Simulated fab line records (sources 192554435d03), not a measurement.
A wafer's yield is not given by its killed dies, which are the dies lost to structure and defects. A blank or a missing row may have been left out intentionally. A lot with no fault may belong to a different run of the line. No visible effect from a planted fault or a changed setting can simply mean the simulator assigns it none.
Matching of chambers || flow n5_finfet || rie_diel-05 running N5_BEOL_M4_STRIP_66: 4 sister chambers
The step strips in CF4. 8 wafers are shown with their chamber, then 7 later ones without.

## EACH WAFER AND ITS CHAMBER
{"wafer": "L074.2", "chamber": 1, "throttle_valve_pct (%)": 13.96, "drypump_motor_current_A (A)": 5.1}
{"wafer": "L076.2", "chamber": 2, "throttle_valve_pct (%)": 13.20, "drypump_motor_current_A (A)": 5.2}
{"wafer": "L076.5", "chamber": 1, "throttle_valve_pct (%)": 13.95, "drypump_motor_current_A (A)": 5.1}
{"wafer": "L080.3", "chamber": 3, "throttle_valve_pct (%)": 14.04, "drypump_motor_current_A (A)": 5.5}
{"wafer": "L080.4", "chamber": 0, "throttle_valve_pct (%)": 13.58, "drypump_motor_current_A (A)": 6.4}
{"wafer": "L080.5", "chamber": 3, "throttle_valve_pct (%)": 14.03, "drypump_motor_current_A (A)": 5.6}
{"wafer": "L085.3", "chamber": 2, "throttle_valve_pct (%)": 13.25, "drypump_motor_current_A (A)": 5.2}
{"wafer": "L085.4", "chamber": 0, "throttle_valve_pct (%)": 13.60, "drypump_motor_current_A (A)": 6.5}

## WAFERS WHOSE CHAMBER IS MISSING
{"wafer": "L085.5", "throttle_valve_pct (%)": 13.43, "drypump_motor_current_A (A)": 5.2}
{"wafer": "L094.2", "throttle_valve_pct (%)": 13.30, "drypump_motor_current_A (A)": 5.2}
{"wafer": "L094.3", "throttle_valve_pct (%)": 13.48, "drypump_motor_current_A (A)": 5.2}
{"wafer": "L094.6", "throttle_valve_pct (%)": 13.53, "drypump_motor_current_A (A)": 5.5}
{"wafer": "L096.1", "throttle_valve_pct (%)": 13.69, "drypump_motor_current_A (A)": 6.4}
{"wafer": "L096.3", "throttle_valve_pct (%)": 13.54, "drypump_motor_current_A (A)": 5.5}
{"wafer": "L096.5", "throttle_valve_pct (%)": 13.51, "drypump_motor_current_A (A)": 5.2}

## THE CHAMBER EACH PASSED THROUGH
{"wafer": "L085.5", "from the rows above": 2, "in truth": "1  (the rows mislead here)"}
{"wafer": "L094.2", "from the rows above": 2, "in truth": 2}
{"wafer": "L094.3", "from the rows above": 2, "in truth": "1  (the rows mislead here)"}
{"wafer": "L094.6", "from the rows above": 2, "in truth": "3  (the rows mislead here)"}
{"wafer": "L096.1", "from the rows above": 0, "in truth": 0}
{"wafer": "L096.3", "from the rows above": 2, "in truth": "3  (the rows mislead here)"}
{"wafer": "L096.5", "from the rows above": 2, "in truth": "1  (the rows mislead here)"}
2 of 7 placed correctly. Not placeable from these rows: 0. Number placed wrongly: 5.
How it was worked out, from the rows above alone: a wafer's distance from a chamber is the root of the sum, over the readings, of the square of ((its reading less the chamber's mean) divided by the reading's scatter). The wafer belongs to the nearest chamber; if the next one is less than 2 further off, it can't be placed. For every chamber, the mean is computed from those of its wafers that are shown. The scatter is the square root of a quotient: the sum, over the shown wafers, of each reading's squared deviation from its chamber's mean, divided by wafers minus chambers.
